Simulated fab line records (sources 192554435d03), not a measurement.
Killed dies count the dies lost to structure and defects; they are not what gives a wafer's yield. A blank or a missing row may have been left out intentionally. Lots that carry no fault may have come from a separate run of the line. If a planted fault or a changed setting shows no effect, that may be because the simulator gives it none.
fab line records -- flow n5_finfet -- part 2 of 2: steps 5 to 6 of 6
record: lots: 24, wafers: 72, last_day: 18
route steps=1938 shown BEOL_M8@1386 BEOL_M9@1463 BEOL_M10@1505
lots that met no fault: taken from a fault-free run of the same line
start_h: the number of hours between the record's first day and the start of the first shown wafer of the lot -- wait_h: hours since the lot's step before -- " identical to the entry in the row above -- L1.1+2: several wafers, shown together as one row -- - no value, or no start was given -- * or withheld: withheld -- < > ~ a bound
route shown NAME@n: NAME is a module with steps in the file, n the number in the route of the first one -- usual: mean/standard deviation of fault-free wafers -- same: alike in all rows -- chamber/n: place in a boat -- sites: per-site readings -- _std_site: standard deviation of those values -- _edge_site: inner sites' mean taken away from outer sites' mean -- radius_mm: how far each site lies from the wafer's centre -- mask NAME#n: copy n -- behind: the tool/chamber that last shaped the wafer -- hold: why the lot was held/for how many hours/how that ended -- device: the transistor (n, p or np) that didn't switch -- end of line: the tests these same wafers got at the end of their route -- step lacking rows: just its recipe -- killed: the dies lost at the first sort to structure and to defects; this is not the yield of the wafer -- map: shows each die of a wafer: x if killed, . if not, _ if none is there
set.NAME: the setting as run; set.NAME@STEP: as run at that earlier step -- model.NAME: the simulator's own value behind a step, which no gauge read
a sample of lots followed through the steps of the route, with each step as a table and each wafer as a row
services: from which hour (start_h, from the record's first day; less than 0 if before it) a tool's chamber was out of use, for how many hours, and why
== steps ==
step: N5_BEOL_M10_VIA_ETCH_34
recipe: chemistry: C4F6/O2, target: SiCOH_lowk, target_depth_a: 1845, mask_material: SOC, taper_deg: 4, time_s: 69.2, ion_energy_ev: 250, pressure_mtorr: 30, source_w: 345, bias_w: 185, Ar_flow_sccm: 300, C4F6_flow_sccm: 10, O2_flow_sccm: 10
usual: drypump_motor_current_A: 5.9/0.58, oes_f_703_au: 0.79/0.1, oes_product_au: 0.79/0.099, rf_vpp_V: 668/11, showerhead_plenum_p_Torr: 2.89/0.098, throttle_valve_pct: 20.88/0.27
same: time_s: 69.2
lot.wafer,tool,chamber,start_h,wait_h,drypump_motor_current_A,oes_f_703_au,oes_product_au,rf_hours_counter_h,rf_vpp_V,showerhead_plenum_p_Torr,throttle_valve_pct
L074.2,rie_diel-01,3,239.18,0.0,5.1,0.82,0.82,72,653,2.80,20.76
L074.5,rie_diel-01,3,239.18,0.0,5.1,0.82,0.82,-,652,2.80,20.76
L074.6,rie_diel-01,0,239.18,0.0,6.8,0.70,0.71,-,679,2.85,21.15
L075.2,rie_diel-02,3,239.33,0.0,6.0,0.88,0.89,52,656,3.02,21.06
L075.3,rie_diel-02,2,239.33,0.0,5.7,0.80,0.79,107,672,2.84,20.84
L075.5,rie_diel-02,3,239.33,0.0,6.0,0.88,0.89,-,655,3.02,21.06
L076.1,rie_diel-05,3,256.53,0.0,6.2,1.02,0.99,3,654,3.03,20.58
L076.2,rie_diel-05,0,256.53,0.0,5.6,0.93,0.97,14,682,2.92,20.98
L076.5,rie_diel-05,0,256.53,0.0,5.6,0.93,0.97,-,683,2.92,20.97
L077.1,rie_diel-01,3,256.79,0.0,5.1,0.81,0.81,80,652,2.79,20.77
L077.2,rie_diel-01,0,256.79,0.0,6.8,0.69,0.71,196,680,2.85,21.15
L077.5,rie_diel-01,3,256.79,0.0,5.1,0.81,0.82,-,652,2.79,20.75
L078.1,rie_diel-01,3,259.57,0.0,5.1,0.82,0.81,81,653,2.79,20.76
L078.4,rie_diel-01,0,259.57,0.0,6.8,0.69,0.71,-,679,2.85,21.16
L078.6,rie_diel-01,3,259.57,0.0,5.1,0.80,0.82,-,653,2.79,20.77
L081.2,rie_diel-02,3,268.23,0.0,6.0,0.87,0.86,62,656,3.02,21.07
L081.5,rie_diel-02,2,268.23,0.0,5.7,0.79,0.77,-,674,2.84,20.82
L081.6,rie_diel-02,1,268.23,0.0,6.5,0.86,0.88,-,675,3.00,20.53
L082.1,rie_diel-05,0,279.64,0.0,5.6,0.92,0.95,22,682,2.92,20.98
L082.5,rie_diel-05,2,279.64,0.0,5.6,0.69,0.68,-,658,2.94,21.24
L082.6,rie_diel-05,1,279.64,0.0,6.5,0.67,0.69,-,676,2.79,20.53
L079.2,rie_diel-01,0,283.07,0.0,6.8,0.69,0.70,204,680,2.85,21.18
L079.3,rie_diel-01,2,283.07,0.0,4.9,0.68,0.68,225,660,2.70,20.93
L079.4,rie_diel-01,1,283.07,0.0,6.2,0.78,0.79,130,675,2.98,20.96
L080.1,rie_diel-05,2,283.46,0.0,5.6,0.68,0.69,222,659,2.94,21.26
L080.3,rie_diel-05,3,283.46,0.0,6.2,0.97,0.94,12,654,3.03,20.58
L080.4,rie_diel-05,0,283.46,0.0,5.6,0.91,0.95,23,683,2.92,20.99
L084.1,rie_diel-05,3,287.14,0.0,6.2,0.97,0.93,13,654,3.03,20.58
L084.3,rie_diel-05,2,287.14,0.0,5.6,0.69,0.68,224,656,2.94,21.26
L084.6,rie_diel-05,2,287.14,0.0,5.6,0.69,0.69,-,659,2.94,21.24
L083.1,rie_diel-02,3,294.74,0.0,6.0,0.87,0.86,69,656,3.02,21.08
L083.3,rie_diel-02,2,294.74,0.0,5.7,0.77,0.78,125,672,2.84,20.83
L083.4,rie_diel-02,0,294.74,0.0,6.2,0.68,0.69,243,678,2.91,20.62
L086.3,rie_diel-01,2,300.38,0.0,4.9,0.67,0.68,231,657,2.70,20.92
L086.4,rie_diel-01,3,300.38,0.0,5.1,0.79,0.81,93,652,2.79,20.79
L086.5,rie_diel-01,3,300.38,0.0,5.1,0.80,0.81,-,652,2.79,20.78
L085.1,rie_diel-05,0,303.40,0.0,5.6,0.89,0.91,32,682,2.91,21.00
L085.3,rie_diel-05,3,303.40,0.0,6.2,0.96,0.91,20,655,3.02,20.58
L085.6,rie_diel-05,2,303.40,0.0,5.6,0.67,0.68,-,660,2.94,21.26
L090.2,rie_diel-05,2,311.39,0.0,5.6,0.68,0.67,235,658,2.94,21.27
L090.4,rie_diel-05,3,311.39,0.0,6.2,0.95,0.90,-,654,3.02,20.57
L090.6,rie_diel-05,0,311.39,0.0,5.6,0.88,0.91,-,683,2.91,21.00
L087.1,rie_diel-01,3,319.03,0.0,5.1,0.79,0.79,100,651,2.78,20.81
L087.4,rie_diel-01,2,319.03,0.0,4.9,0.68,0.67,238,657,2.70,20.94
L087.5,rie_diel-01,1,319.03,0.0,6.2,0.78,0.78,-,676,2.97,20.98
L088.1,rie_diel-01,3,322.24,0.0,5.1,0.79,0.79,102,651,2.78,20.79
L088.3,rie_diel-01,2,322.24,0.0,4.9,0.67,0.67,240,658,2.70,20.96
L088.6,rie_diel-01,1,322.24,0.0,6.2,0.77,0.77,-,676,2.97,20.99
L089.1,rie_diel-05,2,330.85,0.0,5.6,0.67,0.66,243,658,2.94,21.29
L089.3,rie_diel-05,3,330.85,0.0,6.2,0.94,0.89,32,653,3.02,20.61
L089.5,rie_diel-05,2,330.85,0.0,5.6,0.68,0.67,-,659,2.93,21.27
L092.4,rie_diel-05,2,340.60,0.0,5.5,0.67,0.66,247,658,2.93,21.30
L092.5,rie_diel-05,2,340.60,0.0,5.5,0.67,0.66,-,657,2.93,21.29
L092.6,rie_diel-05,1,340.60,0.0,6.5,0.91,0.94,-,676,2.78,20.15
L091.1,rie_diel-01,1,342.82,0.0,6.2,0.76,0.76,154,677,2.96,20.99
L091.5,rie_diel-01,1,342.82,0.0,6.2,0.76,0.77,-,675,2.97,20.99
L091.6,rie_diel-01,2,342.82,0.0,4.9,0.66,0.66,-,657,2.69,20.95
L093.2,rie_diel-02,1,342.90,0.0,6.5,0.82,0.83,80,675,2.99,20.57
L093.4,rie_diel-02,3,342.90,0.0,6.0,0.85,0.84,-,654,3.01,21.09
L093.5,rie_diel-02,2,342.90,0.0,5.7,0.77,0.76,-,671,2.83,20.86
L094.2,rie_diel-01,2,355.64,0.0,4.9,0.66,0.66,255,658,2.69,20.99
L094.4,rie_diel-01,2,355.64,0.0,4.9,0.66,0.67,-,658,2.69,20.97
L094.6,rie_diel-01,0,355.64,0.0,6.8,0.67,0.69,-,680,2.83,21.21
L095.1,rie_diel-05,2,370.61,0.0,5.6,0.95,0.97,2,659,2.93,20.92
L095.4,rie_diel-05,1,370.61,0.0,6.5,0.89,0.92,18,674,2.78,20.17
L095.5,rie_diel-05,3,370.61,0.0,6.2,0.90,0.87,-,654,3.01,20.63
L097.4,rie_diel-05,3,371.08,0.0,6.2,0.91,0.87,47,653,3.01,20.63
L097.5,rie_diel-05,0,371.08,0.0,5.6,0.85,0.88,-,683,2.90,21.03
L097.6,rie_diel-05,3,371.08,0.0,6.2,0.90,0.87,-,653,3.01,20.63
L096.2,rie_diel-01,0,371.30,0.0,6.8,0.67,0.68,243,678,2.83,21.23
L096.4,rie_diel-01,3,371.30,0.0,5.1,0.77,0.77,-,653,2.78,20.82
L096.6,rie_diel-01,0,371.30,0.0,6.8,0.67,0.67,-,679,2.83,21.23
step: N5_BEOL_M10_SURFACE_TREAT_76
recipe: gas: Ar, time_s: *, ion_energy_ev: *, ion_current_ma_cm2: 0.5, pressure_mtorr: *, ar_flow_sccm: 30
usual: throttle_valve_pct: *
same: time_s: *
lot.wafer,tool,chamber,start_h,wait_h,throttle_valve_pct
L074.2,pvd_sputter-02,-,240.57,0.2,*
L074.5,pvd_sputter-02,-,240.57,0.2,*
L074.6,pvd_sputter-02,-,240.57,0.2,*
L075.2,pvd_sputter-02,-,240.79,0.4,*
L075.3,pvd_sputter-02,-,240.79,0.4,*
L075.5,pvd_sputter-02,-,240.79,0.4,*
L076.1,pvd_sputter-03,-,258.17,0.2,*
L076.2,pvd_sputter-03,-,258.17,0.2,*
L076.5,pvd_sputter-03,-,258.17,0.2,*
L077.1,pvd_sputter-01,-,260.56,0.2,*
L077.2,pvd_sputter-01,-,260.56,0.2,*
L077.5,pvd_sputter-01,-,260.56,0.2,*
L078.1,pvd_sputter-02,-,260.79,0.2,*
L078.4,pvd_sputter-02,-,260.79,0.2,*
L078.6,pvd_sputter-02,-,260.79,0.2,*
L081.2,pvd_sputter-01,-,269.44,0.2,*
L081.5,pvd_sputter-01,-,269.44,0.2,*
L081.6,pvd_sputter-01,-,269.44,0.2,*
L082.1,pvd_sputter-03,-,281.17,0.2,*
L082.5,pvd_sputter-03,-,281.17,0.2,*
L082.6,pvd_sputter-03,-,281.17,0.2,*
L079.2,pvd_sputter-01,-,284.71,0.2,*
L079.3,pvd_sputter-01,-,284.71,0.2,*
L079.4,pvd_sputter-01,-,284.71,0.2,*
L080.1,pvd_sputter-02,-,284.89,0.2,*
L080.3,pvd_sputter-02,-,284.89,0.2,*
L080.4,pvd_sputter-02,-,284.89,0.2,*
L084.1,pvd_sputter-03,-,288.55,0.3,*
L084.3,pvd_sputter-03,-,288.55,0.3,*
L084.6,pvd_sputter-03,-,288.55,0.3,*
L083.1,pvd_sputter-03,-,296.76,0.3,*
L083.3,pvd_sputter-03,-,296.76,0.3,*
L083.4,pvd_sputter-03,-,296.76,0.3,*
L086.3,pvd_sputter-02,-,301.90,0.2,*
L086.4,pvd_sputter-02,-,301.90,0.2,*
L086.5,pvd_sputter-02,-,301.90,0.2,*
L085.1,pvd_sputter-03,-,306.51,0.2,*
L085.3,pvd_sputter-03,-,306.51,0.2,*
L085.6,pvd_sputter-03,-,306.51,0.2,*
L090.2,pvd_sputter-02,-,314.31,1.1,*
L090.4,pvd_sputter-02,-,314.31,1.1,*
L090.6,pvd_sputter-02,-,314.31,1.1,*
L087.1,pvd_sputter-03,-,320.88,0.3,*
L087.4,pvd_sputter-03,-,320.88,0.3,*
L087.5,pvd_sputter-03,-,320.88,0.3,*
L088.1,pvd_sputter-02,-,325.36,0.2,*
L088.3,pvd_sputter-02,-,325.36,0.2,*
L088.6,pvd_sputter-02,-,325.36,0.2,*
L089.1,pvd_sputter-03,-,332.18,0.2,*
L089.3,pvd_sputter-03,-,332.18,0.2,*
L089.5,pvd_sputter-03,-,332.18,0.2,*
L092.4,pvd_sputter-03,-,342.45,0.4,*
L092.5,pvd_sputter-03,-,342.45,0.4,*
L092.6,pvd_sputter-03,-,342.45,0.4,*
L091.1,pvd_sputter-03,-,346.37,0.2,*
L091.5,pvd_sputter-03,-,346.37,0.2,*
L091.6,pvd_sputter-03,-,346.37,0.2,*
L093.2,pvd_sputter-02,-,346.51,0.3,*
L093.4,pvd_sputter-02,-,346.51,0.3,*
L093.5,pvd_sputter-02,-,346.51,0.3,*
L094.2,pvd_sputter-03,-,359.18,0.9,*
L094.4,pvd_sputter-03,-,359.18,0.9,*
L094.6,pvd_sputter-03,-,359.18,0.9,*
L095.1,pvd_sputter-01,-,372.04,0.2,*
L095.4,pvd_sputter-01,-,372.04,0.2,*
L095.5,pvd_sputter-01,-,372.04,0.2,*
L097.4,pvd_sputter-01,-,372.39,0.2,*
L097.5,pvd_sputter-01,-,372.39,0.2,*
L097.6,pvd_sputter-01,-,372.39,0.2,*
L096.2,pvd_sputter-03,-,374.22,1.8,*
L096.4,pvd_sputter-03,-,374.22,1.8,*
L096.6,pvd_sputter-03,-,374.22,1.8,*
== services ==
tool,chamber,start_h,hours,kind
rie_diel-01,1,200.33,1.6,repair
rie_diel-05,0,203.00,-,clean
rie_diel-05,0,203.00,-,consumable_replace:focus_ring
rie_diel-05,0,203.00,22.6,scheduled_down
rie_diel-05,0,203.00,22.6,vent_cycle
rie_diel-05,3,226.02,-,clean
uv_cure-03,-,226.46,5.7,repair
rie_diel-05,2,248.35,14.3,repair
rie_diel-01,2,252.54,8.2,repair
uv_cure-02,-,271.68,7.5,pm
uv_cure-03,-,291.28,22.2,pm
pvd_sputter-02,-,305.59,2.2,repair
rie_diel-02,2,306.72,4.8,repair
rie_diel-02,3,317.48,4.5,repair
pvd_sputter-01,-,326.95,3.2,repair
uv_cure-01,-,327.76,7.5,pm
rie_diel-02,3,329.20,11.3,repair
rie_diel-02,2,332.84,7.0,repair
rtp_anneal-01,-,340.42,3.1,pm
rtp_anneal-02,-,347.67,0.8,pm
uv_cure-03,-,348.76,0.4,repair
pvd_sputter-02,-,360.36,9.0,repair
uv_cure-02,-,368.48,0.6,repair
pvd_sputter-02,-,373.64,2.1,repair
